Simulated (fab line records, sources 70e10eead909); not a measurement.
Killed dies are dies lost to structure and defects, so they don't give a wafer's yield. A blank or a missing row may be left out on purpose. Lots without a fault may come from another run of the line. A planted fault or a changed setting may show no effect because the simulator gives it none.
fab line records | flow nand_harc
record lots=24 wafers=72 last_day=25
route steps=1159 shown A_STAIRCASE@710 A_SGD_CUT@761 A_SLIT@790
lots that met no fault: from a run of the same line without faults
start_h: hours from the record's first day to the start of the lot's first wafer shown | wait_h: hours since the lot's step before | " the same as in the row above | L1.1+2: a row that stands for several wafers | - no value, or no start given | * or withheld: withheld | < > ~ a bound
route shown NAME@n: a module of which the file shows steps, and the number in the route of the first | usual: mean/standard deviation of fault-free wafers | same: alike in all rows | chamber/n: place in a boat | sites: the reading at each site | _std_site: their standard deviation | _edge_site: outer sites' mean less inner sites' | radius_mm: how far each site lies from the wafer's centre | mask NAME#n: copy n | behind: the tool/chamber that last shaped the wafer | hold: why the lot was held/for how many hours/how that ended | device: the transistor (n, p or np) that didn't switch | end of line: the same wafers' tests at the end of the route | a step without rows: its recipe alone | killed: dies lost to structure and defects at the first sort, not the wafer's yield | map: a wafer's dies, x killed, . not, _ none there
set.NAME: the setting as run; set.NAME@STEP: as run at that earlier step | model.NAME: the simulator's own value behind a step, which no gauge read
steps of the route over a sample of lots; a table a step, a row a wafer
services: from which hour (start_h, from the record's first day; less than 0 if before it) a tool's chamber was out of use, for how many hours, and why
## steps
# step NHARC_A_STAIRCASE_DEP_322
# recipe target_thk_a=38000 temp_c=400 target_thk_nm=3800 teos_flow_sccm=200 rf_w=500 material=SiO2
# usual heater_power_w=668/120
# columns lot.wafer tool chamber start_h wait_h heater_power_w
L074.3 pecvd-02 1 293.66 0.1 764
L074.1 " 2 " " 532
L074.2 " 0 " " 780
L075.1 pecvd-01 2 293.71 0.1 804
L075.3 " 1 " " 866
L075.5 " 2 " " 696
L076.2 pecvd-04 2 299.33 0.1 765
L076.4 " 2 " " 659
L076.6 " 1 " " 655
L077.2 pecvd-04 2 305.96 0.1 785
L077.5 " 2 " " 675
L077.4 " 1 " " 655
L078.2 pecvd-04 2 312.58 0.2 811
L078.4 " 1 " " 666
L078.5 " 0 " " 474
L081.1 pecvd-04 1 325.56 0.2 821
L081.3 " 2 " " 762
L081.5 " 0 " " 482
L080.1 pecvd-02 2 331.54 0.3 457
L080.5 " 1 " " 719
L080.6 " 2 " " 456
L084.2 pecvd-04 2 335.68 0.1 804
L084.1 " 0 " " 590
L084.5 " 2 " " 657
L079.2 pecvd-01 2 335.68 0.1 802
L079.1 " 0 " " 621
L079.6 " 1 " " 711
L083.1 pecvd-01 1 336.26 0.6 766
L083.6 " 1 " " 727
L083.4 " 0 " " 551
L082.2 pecvd-04 2 336.45 0.8 808
L082.5 " 0 " " 472
L082.4 " 2 " " 642
L088.3 pecvd-02 1 351.69 0.2 743
L088.1 " 2 " " 467
L088.4 " 2 " " 464
L086.2 pecvd-02 1 356.02 0.1 838
L086.1 " 2 " " 501
L086.4 " 1 " " 687
L087.3 pecvd-01 1 362.70 0.2 848
L087.2 " 2 " " 835
L087.4 " 2 " " 703
L085.1 pecvd-04 1 362.70 0.2 743
L085.3 " 2 " " 729
L085.6 " 1 " " 656
L089.2 pecvd-04 2 372.93 0.1 764
L089.4 " 2 " " 637
L089.5 " 0 " " 467
L091.1 pecvd-01 0 379.73 0.2 679
L091.5 " 0 " " 575
L091.4 " 1 " " 695
L090.2 pecvd-02 1 379.93 0.4 806
L090.5 " 2 " " 479
L090.4 " 0 " " 657
L092.1 pecvd-02 2 388.96 0.1 563
L092.3 " 0 " " 802
L092.5 " 1 " " 687
L093.1 pecvd-02 2 393.11 0.2 588
L093.3 " 0 " " 806
L093.4 " 1 " " 668
L094.1 pecvd-04 1 400.17 0.1 770
L094.2 " 0 " " 611
L094.5 " 1 " " 646
L095.2 pecvd-01 2 400.27 0.2 864
L095.6 " 2 " " 687
L095.4 " 0 " " 567
L096.1 pecvd-01 2 417.98 0.1 820
L096.2 " 0 " " 587
L096.3 " 1 " " 897
L097.2 pecvd-02 1 431.97 0.1 762
L097.6 " 1 " " 676
L097.4 " 0 " " 662
# step NHARC_A_STAIRCASE_ETCH_444
# recipe target_depth_a=1.02e+05 time_s=3400 c4f8_flow_sccm=20 o2_flow_sccm=10 ar_flow_sccm=withheld rf_w=600 bias_w=1000 chemistry=C4F8/O2
# usual oes_product_au=0.929/0.015 rf_vpp_V=806/4.3
# columns lot.wafer tool chamber start_h wait_h oes_product_au rf_hours_counter_h rf_vpp_V
L074.3 rie_diel-04 2 310.70 0.5 0.915 4 802
L074.2 " 3 " " 0.928 5 811
L074.1 " 0 " " 0.916 6 808
L075.1 rie_diel-04 1 311.95 1.6 0.940 7 814
L075.3 " 0 " " 0.930 7 809
L075.5 " 2 " " 0.928 - 803
L076.2 rie_diel-13 2 316.34 0.1 0.937 14 811
L076.4 " 3 " " 0.945 14 805
L076.6 " 2 " " 0.957 - 811
L077.2 rie_diel-13 1 323.30 0.1 0.955 17 805
L077.4 " 0 " " 0.964 17 801
L077.5 " 1 " " 0.967 - 804
L078.2 rie_diel-13 2 329.14 0.1 0.923 19 810
L078.4 " 0 " " 0.933 19 801
L078.5 " 3 " " 0.912 - 803
L081.1 rie_diel-13 0 347.32 0.4 0.932 25 801
L081.3 " 2 " " 0.923 27 811
L081.5 " 0 " " 0.926 - 803
L080.1 rie_diel-04 2 347.44 0.3 0.927 19 802
L080.6 " 1 " " 0.924 - 812
L080.5 " 2 " " 0.923 - 800
L082.4 rie_diel-08 2 358.00 0.1 0.955 9 810
L082.2 " 1 " " 0.941 18 801
L082.5 " 2 " " 0.942 - 810
L084.1 rie_diel-13 1 358.01 0.3 0.927 31 805
L084.2 " 2 " " 0.932 32 811
L084.5 " 1 " " 0.939 - 803
L083.4 rie_diel-04 1 358.24 0.1 0.910 25 813
L083.1 " 2 " " 0.921 25 801
L083.6 " 2 " " 0.921 - 801
L079.1 rie_diel-08 0 360.41 2.4 0.910 19 807
L079.2 " 1 " " 0.935 19 800
L079.6 " 2 " " 0.921 - 809
L086.4 rie_diel-13 1 368.87 0.3 0.933 34 804
L086.2 " 2 " " 0.923 35 811
L086.1 " 3 " " 0.914 34 803
L088.1 rie_diel-08 1 369.17 0.3 0.946 22 801
L088.3 " 2 " " 0.955 14 810
L088.4 " 3 " " 0.937 23 805
L087.3 rie_diel-13 0 378.63 0.1 0.929 40 801
L087.2 " 1 " " 0.933 39 804
L087.4 " 3 " " 0.927 39 803
L085.1 rie_diel-04 0 379.13 0.5 0.916 28 808
L085.3 " 1 " " 0.919 32 813
L085.6 " 2 " " 0.920 - 800
L089.4 rie_diel-08 0 392.55 0.1 0.917 29 808
L089.2 " 2 " " 0.943 21 807
L089.5 " 0 " " 0.923 - 809
L091.1 rie_diel-04 1 399.73 0.1 0.919 41 812
L091.4 " 2 " " 0.924 40 801
L091.5 " 1 " " 0.923 - 813
L090.2 rie_diel-08 1 400.00 0.2 0.948 34 800
L090.4 " 0 " " 0.924 33 808
L090.5 " 1 " " 0.948 - 800
L092.1 rie_diel-04 0 404.83 0.3 0.904 37 807
L092.3 " 2 " " 0.921 42 802
L092.5 " 0 " " 0.910 - 808
L093.3 rie_diel-04 2 411.07 0.1 0.912 46 801
L093.1 " 3 " " 0.915 40 811
L093.4 " 1 " " 0.921 46 811
L094.1 rie_diel-08 2 415.36 0.1 0.931 32 809
L094.2 " 1 " " 0.940 40 800
L094.5 " 2 " " 0.933 - 809
L095.4 rie_diel-04 3 415.43 0.3 0.911 43 811
L095.2 " 0 " " 0.909 43 807
L095.6 " 3 " " 0.909 - 811
L096.1 rie_diel-08 1 435.92 0.3 0.942 46 800
L096.2 " 3 " " 0.934 46 805
L096.3 " 0 " " 0.922 45 806
L097.2 rie_diel-13 0 449.98 0.5 0.921 64 801
L097.4 " 3 " " 0.921 - 803
L097.6 " 0 " " 0.916 - 801
# step NHARC_A_STAIRCASE_STRIP_475
# recipe time_s=20 o2_flow_sccm=500 ar_flow_sccm=0 bias_w=0 chemistry=O2
# usual drypump_motor_current_A=5.7/0.35 oes_product_au=1.000/0.011 rf_vpp_V=57.7/0.82 showerhead_plenum_p_Torr=3.50/0.12 throttle_valve_pct=17.037/0.0089
# columns lot.wafer tool chamber start_h wait_h drypump_motor_current_A oes_product_au rf_hours_counter_h rf_vpp_V showerhead_plenum_p_Torr throttle_valve_pct
L074.1 rie_diel-08 0 314.67 0.2 6.3 1.000 2 59.3 3.55 17.048
L074.2 " 1 " " 6.3 1.029 2 57.0 3.33 17.046
L074.3 " 3 " " 5.8 1.012 2 58.7 3.47 17.038
L075.3 rie_diel-13 1 - - 5.2 1.014 14 57.7 3.45 17.035
L075.1 " 3 " " 5.6 1.004 14 57.9 3.44 17.040
L075.5 " 1 " " 5.2 1.011 - 57.8 3.45 17.042
L076.2 rie_diel-08 3 320.54 0.2 5.8 1.005 4 56.7 3.47 17.021
L076.4 " 1 " " 6.2 1.012 - 57.9 3.33 17.034
L076.6 " 0 " " 6.3 1.002 - 58.2 3.55 17.022
L077.4 rie_diel-13 1 - - 5.2 0.997 19 58.7 3.45 17.044
L077.2 " 2 " " 5.7 1.020 18 57.4 3.65 17.040
L077.5 " 1 " " 5.2 1.004 - 58.9 3.45 17.037
L078.4 rie_diel-13 1 - - 5.2 1.013 21 58.6 3.45 17.022
L078.2 " 2 " " 5.7 1.008 22 59.3 3.64 17.046
L078.5 " 1 " " 5.2 1.014 - 57.6 3.45 17.043
L081.3 rie_diel-13 1 - - 5.2 1.007 28 58.0 3.45 17.039
L081.1 " 2 " " 5.7 1.006 29 58.9 3.64 17.042
L081.5 " 1 " " 5.2 1.010 - 57.7 3.44 17.041
L080.1 rie_diel-08 3 - - 5.8 0.996 16 56.2 3.46 17.053
L080.6 " 1 " " 6.3 1.016 - 57.3 3.33 17.034
L080.5 " 2 " " 5.6 1.003 - 57.6 3.60 17.049
L084.1 rie_diel-04 0 - - 6.1 0.982 24 58.6 3.55 17.034
L084.2 " 1 " " 5.5 0.998 28 56.7 3.69 17.027
L084.5 " 1 " " 5.5 0.984 - 57.6 3.69 17.025
L082.2 rie_diel-04 3 - - 6.1 0.988 24 58.3 3.65 17.038
L082.4 " 0 " " 6.1 0.976 25 57.7 3.55 17.023
L082.5 " 3 " " 6.1 0.974 - 58.4 3.65 17.046
L083.1 rie_diel-13 2 - - 5.7 0.993 33 56.3 3.64 17.050
L083.4 " 3 " " 5.6 1.000 33 58.2 3.43 17.041
L083.6 " 1 " " 5.2 1.004 - 57.3 3.44 17.040
L079.2 rie_diel-08 3 - - 5.8 1.016 21 58.9 3.46 17.025
L079.1 " 2 " " 5.5 1.020 13 58.1 3.59 17.025
L079.6 " 0 " " 6.3 1.005 - 57.9 3.54 17.047
L086.1 rie_diel-04 3 - - 6.1 0.992 25 58.1 3.65 17.035
L086.2 " 0 " " 6.1 0.992 26 57.1 3.55 17.028
L086.4 " 2 " " 5.4 0.992 29 58.4 3.35 17.037
L088.4 rie_diel-08 0 - - 6.3 0.998 24 57.4 3.54 17.043
L088.1 " 1 " " 6.3 1.012 24 57.1 3.32 17.030
L088.3 " 3 " " 5.8 1.007 24 57.1 3.46 17.037
L087.2 rie_diel-13 1 - - 5.2 1.013 42 56.6 3.44 17.051
L087.4 " 2 " " 5.7 1.012 40 57.0 3.63 17.039
L087.3 " 3 " " 5.6 1.000 40 57.1 3.43 17.035
L085.3 rie_diel-04 3 - - 6.1 0.990 29 57.0 3.64 17.043
L085.1 " 1 " " 5.5 1.003 34 58.4 3.69 17.035
L085.6 " 3 " " 6.1 0.998 - 56.5 3.64 17.035
L089.2 rie_diel-13 0 - - 5.4 1.004 45 57.4 3.35 17.027
L089.4 " 3 " " 5.7 0.995 43 57.0 3.43 17.025
L089.5 " 1 " " 5.2 1.001 - 58.6 3.44 17.054
L091.1 rie_diel-04 1 - - 5.5 0.993 42 58.4 3.68 17.064
L091.4 " 0 " " 6.1 0.988 37 56.9 3.54 17.026
L091.5 " 2 " " 5.4 0.988 - 56.3 3.34 17.046
L090.4 rie_diel-13 2 - - 5.7 0.999 45 57.5 3.63 17.031
L090.2 " 1 " " 5.2 1.010 46 58.7 3.44 17.017
L090.5 " 3 " " 5.6 1.007 - 57.7 3.43 17.027
L092.1 rie_diel-08 2 409.17 0.2 5.5 1.010 29 58.9 3.58 17.053
L092.3 " 3 " " 5.8 1.014 36 58.5 3.45 17.032
L092.5 " 0 " " 6.3 0.984 - 58.0 3.53 17.041
L093.1 rie_diel-13 1 - - 5.2 1.004 51 56.7 3.43 17.045
L093.3 " 2 " " 5.6 0.988 50 58.3 3.63 17.026
L093.4 " 0 " " 5.5 0.990 52 56.7 3.35 17.042
L095.4 rie_diel-08 2 - - 5.5 1.019 35 58.4 3.58 17.055
L095.2 " 1 " " 6.3 1.013 41 57.8 3.31 17.034
L095.6 " 3 " " 5.8 1.012 - 56.0 3.45 17.037
L094.1 rie_diel-04 1 - - 5.5 0.979 50 58.5 3.68 17.041
L094.2 " 3 " " 6.1 0.987 45 58.9 3.63 17.042
L094.5 " 2 " " 5.4 0.980 - 57.9 3.34 17.038
L096.3 rie_diel-04 3 - - 6.1 0.996 52 59.1 3.63 17.029
L096.1 " 1 " " 5.5 0.997 56 58.2 3.67 17.048
L096.2 " 2 " " 5.4 0.997 56 57.0 3.34 17.049
L097.4 rie_diel-04 1 - - 5.5 0.995 63 57.7 3.67 17.027
L097.2 " 2 " " 5.4 1.001 64 57.2 3.33 17.036
L097.6 " 1 " " 5.5 0.993 - 57.1 3.67 17.032
# step NHARC_A_SGD_CUT_DESCUM_14
# recipe time_s=3 o2_flow_sccm=200 ar_flow_sccm=0 bias_power_w=0 chemistry=O2
# usual drypump_motor_current_A=5.8/0.43 oes_product_au=1.000/0.011 rf_vpp_V=57.8/0.95 showerhead_plenum_p_Torr=1.91/0.091 throttle_valve_pct=11.311/0.0088
# columns lot.wafer tool chamber start_h wait_h drypump_motor_current_A oes_product_au rf_hours_counter_h rf_vpp_V showerhead_plenum_p_Torr throttle_valve_pct
L074.1 rie_diel-06 2 316.39 0.1 5.7 0.985 3 58.1 1.87 11.304
L074.3 " 3 " " 5.6 1.015 3 57.3 2.01 11.310
L074.2 " 1 " " 5.9 1.010 4 58.0 1.80 11.303
L075.3 rie_diel-03 2 317.71 0.1 5.3 0.995 10 57.4 1.95 11.310
L075.1 " 0 " " 5.9 1.010 10 60.0 1.86 11.307
L075.5 " 2 " " 5.3 0.990 - 57.3 1.95 11.295
L076.2 rie_diel-09 0 322.11 0.1 6.4 0.998 6 58.1 1.81 11.298
L076.4 " 1 " " 4.9 0.992 5 58.2 2.00 11.304
L076.6 " 1 " " 4.9 0.999 - 56.9 2.00 11.299
L077.2 rie_diel-06 2 329.33 0.1 5.7 0.986 4 59.4 1.87 11.314
L077.4 " 3 " " 5.6 1.004 5 58.8 2.01 11.317
L077.5 " 0 " " 6.5 0.985 - 57.3 1.96 11.318
L078.4 rie_diel-06 1 335.51 0.1 5.9 1.002 5 56.3 1.80 11.306
L078.2 " 2 " " 5.7 0.982 5 58.7 1.87 11.318
L078.5 " 2 " " 5.7 0.983 - 57.5 1.87 11.327
L081.3 rie_diel-03 2 353.87 0.1 5.3 1.014 13 54.9 1.95 11.324
L081.1 " 3 " " 5.9 0.988 13 59.1 2.05 11.319
L081.5 " 1 " " 5.4 1.006 - 58.5 2.03 11.311
L080.1 rie_diel-06 3 354.05 0.1 5.6 1.008 7 59.2 2.01 11.303
L080.6 " 3 " " 5.6 1.007 - 57.6 2.01 11.311
L080.5 " 0 " " 6.5 0.986 - 57.5 1.96 11.307
L084.2 rie_diel-06 2 363.47 0.1 5.8 0.996 7 57.2 1.87 11.311
L084.1 " 3 " " 5.6 1.014 7 58.4 2.01 11.315
L084.5 " 1 " " 5.9 1.005 - 57.5 1.80 11.293
L082.4 rie_diel-03 0 364.11 0.1 5.9 1.021 13 57.0 1.86 11.307
L082.2 " 2 " " 5.3 1.012 14 58.3 1.95 11.297
L082.5 " 3 " " 5.9 0.997 - 59.2 2.05 11.327
L083.4 rie_diel-03 2 364.26 0.1 5.3 1.005 14 57.8 1.95 11.299
L083.1 " 0 " " 6.0 1.013 13 59.2 1.86 11.318
L083.6 " 1 " " 5.4 0.997 - 57.9 2.03 11.303
L079.1 rie_diel-09 1 366.25 0.1 4.9 0.991 9 58.1 2.00 11.318
L079.2 " 2 " " 5.5 1.012 10 58.7 1.80 11.311
L079.6 " 0 " " 6.4 1.007 - 57.0 1.81 11.303
L086.1 rie_diel-09 2 374.53 0.1 5.4 1.007 11 57.1 1.80 11.310
L086.4 " 3 " " 5.9 1.004 12 58.4 1.84 11.313
L086.2 " 0 " " 6.3 1.000 11 56.1 1.81 11.312
L088.3 rie_diel-06 2 375.02 0.1 5.7 1.002 8 57.9 1.87 11.305
L088.1 " 3 " " 5.6 1.007 8 57.7 2.01 11.302
L088.4 " 0 " " 6.5 0.988 8 56.8 1.96 11.298
L087.4 rie_diel-03 2 384.44 0.1 5.3 0.996 17 57.7 1.95 11.300
L087.3 " 0 " " 6.0 1.001 16 58.3 1.86 11.319
L087.2 " 1 " " 5.4 0.992 17 58.1 2.03 11.311
L085.1 rie_diel-06 1 384.61 0.1 5.9 1.017 9 57.1 1.80 11.314
L085.3 " 3 " " 5.6 1.013 9 56.7 2.01 11.309
L085.6 " 0 " " 6.5 0.980 - 58.1 1.96 11.315
L089.2 rie_diel-06 2 398.40 0.1 5.8 0.997 9 58.0 1.87 11.324
L089.4 " 3 " " 5.6 1.012 10 58.3 2.01 11.313
L089.5 " 1 " " 5.9 1.008 - 57.7 1.80 11.317
L091.1 rie_diel-09 2 405.57 0.1 5.4 1.019 14 58.3 1.80 11.313
L091.4 " 3 " " 6.0 0.994 14 58.3 1.84 11.322
L091.5 " 1 " " 5.0 1.001 - 58.7 2.00 11.321
L090.4 rie_diel-03 2 405.83 0.1 5.3 1.005 0 57.8 1.95 11.294
L090.2 " 3 " " 5.9 1.002 0 60.5 2.05 11.322
L090.5 " 2 " " 5.3 0.998 - 58.9 1.95 11.308
L092.3 rie_diel-06 2 410.87 0.1 5.8 1.002 10 58.3 1.87 11.306
L092.1 " 3 " " 5.6 1.012 10 59.4 2.01 11.318
L092.5 " 2 " " 5.8 0.996 - 56.6 1.87 11.309
L093.3 rie_diel-09 2 416.80 0.1 5.4 1.002 15 55.9 1.80 11.303
L093.1 " 3 " " 6.0 1.005 15 58.8 1.84 11.314
L093.4 " 0 " " 6.3 1.002 14 57.6 1.80 11.311
L095.4 rie_diel-09 0 421.16 0.1 6.4 0.992 15 56.7 1.81 11.306
L095.2 " 3 " " 6.0 1.008 16 57.2 1.84 11.320
L095.6 " 1 " " 4.9 1.008 - 58.0 1.99 11.301
L094.2 rie_diel-03 1 421.74 0.1 5.4 1.014 2 57.9 2.03 11.332
L094.1 " 2 " " 5.3 1.008 2 56.8 1.95 11.329
L094.5 " 0 " " 6.0 1.009 - 58.4 1.86 11.316
L096.3 rie_diel-09 1 441.89 0.1 4.9 0.995 0 58.3 1.99 11.313
L096.1 " 3 " " 6.0 0.990 0 58.0 1.84 11.335
L096.2 " 0 " " 6.3 0.998 0 56.9 1.80 11.328
L097.4 rie_diel-06 0 457.43 0.1 6.5 0.975 2 58.9 1.95 11.316
L097.2 " 2 " " 5.7 0.987 2 56.3 1.87 11.315
L097.6 " 0 " " 6.5 0.981 - 56.6 1.95 11.319
# step NHARC_A_SGD_CUT_ETCH_16
# recipe target_depth_a=3105 time_s=155.2 c4f8_flow_sccm=withheld o2_flow_sccm=8 ar_flow_sccm=withheld rf_w=600 bias_w=800 chemistry=C4F8/O2/Ar
# usual oes_product_au=0.975/0.014 rf_vpp_V=723/4.6
# columns lot.wafer tool chamber start_h wait_h oes_product_au rf_hours_counter_h rf_vpp_V
L074.1 rie_diel-06 2 - - 0.966 3 721
L074.2 " 3 " " 0.991 4 729
L074.3 " 0 " " 0.979 4 725
L075.1 rie_diel-03 1 - - 0.966 10 728
L075.3 " 3 " " 0.960 10 731
L075.5 " 1 " " 0.977 - 729
L076.2 rie_diel-09 3 - - 0.982 6 720
L076.4 " 2 " " 0.997 6 718
L076.6 " 3 " " 0.982 - 720
L077.2 rie_diel-06 2 - - 0.956 5 721
L077.4 " 0 " " 0.957 5 725
L077.5 " 2 " " 0.955 - 720
L078.4 rie_diel-06 2 - - 0.957 5 719
L078.2 " 3 " " 0.996 5 728
L078.5 " 0 " " 0.977 - 726
L081.1 rie_diel-03 3 - - 0.951 13 730
L081.3 " 2 " " 0.970 14 725
L081.5 " 3 " " 0.956 - 730
L080.1 rie_diel-06 2 - - 0.963 7 721
L080.5 " 1 " " 0.983 - 718
L080.6 " 2 " " 0.973 - 720
L084.2 rie_diel-06 1 - - 0.980 7 717
L084.1 " 3 " " 1.008 7 727
L084.5 " 2 " " 0.973 - 721
L082.4 rie_diel-03 2 - - 0.980 15 725
L082.2 " 0 " " 0.971 14 722
L082.5 " 2 " " 0.987 - 724
L083.4 rie_diel-03 0 - - 0.993 14 721
L083.1 " 2 " " 0.974 15 723
L083.6 " 1 " " 0.979 - 729
L079.1 rie_diel-09 3 - - 0.990 10 721
L079.2 " 1 " " 0.981 9 727
L079.6 " 2 " " 0.986 - 717
L086.4 rie_diel-09 2 - - 0.980 11 717
L086.1 " 3 " " 0.977 12 719
L086.2 " 1 " " 0.989 11 727
L088.1 rie_diel-06 0 - - 0.951 9 725
L088.4 " 1 " " 0.965 8 718
L088.3 " 2 " " 0.946 8 721
L087.2 rie_diel-03 1 - - 0.978 17 729
L087.3 " 3 " " 0.950 17 729
L087.4 " 0 " " 1.009 16 721
L085.3 rie_diel-06 0 - - 0.951 9 726
L085.1 " 1 " " 0.983 9 718
L085.6 " 2 " " 0.976 - 721
L089.2 rie_diel-06 0 - - 0.944 10 725
L089.4 " 2 " " 0.955 10 720
L089.5 " 3 " " 0.980 - 729
L091.4 rie_diel-09 2 - - 0.984 14 716
L091.1 " 0 " " 0.984 14 718
L091.5 " 3 " " 0.987 - 719
L090.4 rie_diel-03 0 - - 0.995 0 720
L090.2 " 1 " " 0.990 0 730
L090.5 " 1 " " 0.982 - 729
L092.1 rie_diel-06 0 - - 0.965 11 726
L092.3 " 1 " " 0.978 11 718
L092.5 " 3 " " 0.976 - 728
L093.1 rie_diel-09 1 - - 0.986 14 727
L093.3 " 2 " " 0.990 15 717
L093.4 " 3 " " 0.992 15 720
L095.4 rie_diel-09 3 - - 0.989 16 717
L095.2 " 1 " " 0.987 15 728
L095.6 " 0 " " 0.985 - 717
L094.1 rie_diel-03 2 - - 0.983 2 725
L094.2 " 0 " " 0.984 2 719
L094.5 " 1 " " 0.982 - 729
L096.3 rie_diel-09 1 - - 0.958 0 728
L096.2 " 2 " " 0.958 0 718
L096.1 " 0 " " 0.969 1 718
L097.2 rie_diel-06 0 - - 0.930 2 726
L097.4 " 2 " " 0.966 2 720
L097.6 " 0 " " 0.930 - 725
# step NHARC_A_SLIT_CD_MEAS_09
# recipe target_cd_nm=300 landing_energy_ev=500
# usual cd_nm=300.4/0.71
# columns lot.wafer tool chamber start_h wait_h cd_nm
L075.1 cd_sem-01 0 328.39 - 300.7
L075.3 " 0 " " 300.7
L075.5 " 0 " " 300.7
L074.1 cd_sem-02 0 328.55 - 300.3
L074.2 " 0 " " 300.6
L074.3 " 0 " " 300.0
L076.2 cd_sem-01 0 333.69 - 300.1
L076.4 " 0 " " 299.1
L076.6 " 0 " " 299.7
L077.2 cd_sem-02 0 339.92 - 300.4
L077.4 " 0 " " 301.1
L077.5 " 0 " " 301.0
L078.2 cd_sem-03 0 346.16 - 300.7
L078.4 " 0 " " 300.6
L078.5 " 0 " " 300.7
L081.1 cd_sem-03 0 363.71 - 299.1
L081.3 " 0 " " 298.7
L081.5 " 0 " " 299.7
L080.1 cd_sem-01 0 365.00 - 300.1
L080.5 " 0 " " 298.6
L080.6 " 0 " " 299.9
L082.2 cd_sem-03 0 373.21 - 300.4
L082.4 " 0 " " 300.1
L082.5 " 0 " " 300.3
L084.1 cd_sem-02 0 373.36 - 301.5
L084.2 " 0 " " 301.0
L084.5 " 0 " " 301.4
L083.1 cd_sem-03 0 374.70 - 300.0
L083.4 " 0 " " 299.6
L083.6 " 0 " " 299.0
L079.1 cd_sem-02 0 375.19 - 300.9
L079.2 " 0 " " 300.6
L079.6 " 0 " " 300.7
L086.1 cd_sem-01 0 383.94 - 300.5
L086.2 " 0 " " 300.4
L086.4 " 0 " " 300.7
L088.1 cd_sem-01 0 384.29 - 300.4
L088.3 " 0 " " 300.0
L088.4 " 0 " " 300.7
L087.2 cd_sem-03 0 394.45 - 301.3
L087.3 " 0 " " 300.8
L087.4 " 0 " " 300.9
L085.1 cd_sem-03 0 395.09 - 300.5
L085.3 " 0 " " 300.6
L085.6 " 0 " " 300.4
L089.2 cd_sem-01 0 410.28 - 300.4
L089.4 " 0 " " 300.6
L089.5 " 0 " " 300.6
L090.2 cd_sem-03 0 416.10 - 301.6
L090.4 " 0 " " 300.5
L090.5 " 0 " " 301.6
L091.1 cd_sem-02 0 417.70 - 300.4
L091.4 " 0 " " 300.7
L091.5 " 0 " " 300.7
L092.1 cd_sem-03 0 422.37 - 299.1
L092.3 " 0 " " 298.6
L092.5 " 0 " " 299.3
L093.1 cd_sem-02 0 427.11 - 300.1
L093.3 " 0 " " 300.6
L093.4 " 0 " " 299.3
L094.1 cd_sem-01 0 432.31 - 300.1
L094.2 " 0 " " 300.5
L094.5 " 0 " " 300.6
L095.2 cd_sem-03 0 433.24 - 299.6
L095.4 " 0 " " 299.5
L095.6 " 0 " " 299.7
L096.1 cd_sem-01 0 451.14 - 300.4
L096.2 " 0 " " 300.5
L096.3 " 0 " " 300.9
L097.2 cd_sem-03 0 472.60 - 300.2
L097.4 " 0 " " 300.3
L097.6 " 0 " " 300.1
## services
# columns tool chamber start_h hours kind
rie_diel-06 0 274.70 - clean
rie_diel-06 1 274.70 - clean
rie_diel-06 2 274.70 - clean
rie_diel-06 3 274.70 - clean
rie_diel-13 - 276.66 9.0 pm
rie_diel-04 - 289.96 9.0 pm
rie_diel-08 - 301.84 9.0 pm
rie_diel-03 - 307.75 0.5 repair
pecvd-02 - 334.20 13.0 pm
rie_diel-03 3 340.15 5.0 repair
pecvd-04 - 342.71 1.5 repair
rie_diel-03 0 350.90 9.0 repair
pecvd-04 - 355.18 0.6 repair
pecvd-04 - 376.12 13.0 pm
rie_diel-09 - 385.67 0.6 repair
rie_diel-03 - 392.30 9.0 pm
rie_diel-13 3 406.65 3.8 repair
rie_diel-08 1 406.89 2.9 repair
rie_diel-06 - 418.22 9.0 pm
pecvd-01 - 418.88 13.0 pm
rie_diel-03 2 430.71 8.0 repair
rie_diel-09 - 431.10 9.0 pm
rie_diel-13 1 434.77 22.8 repair
rie_diel-13 - 453.66 9.0 pm
## key
fault none
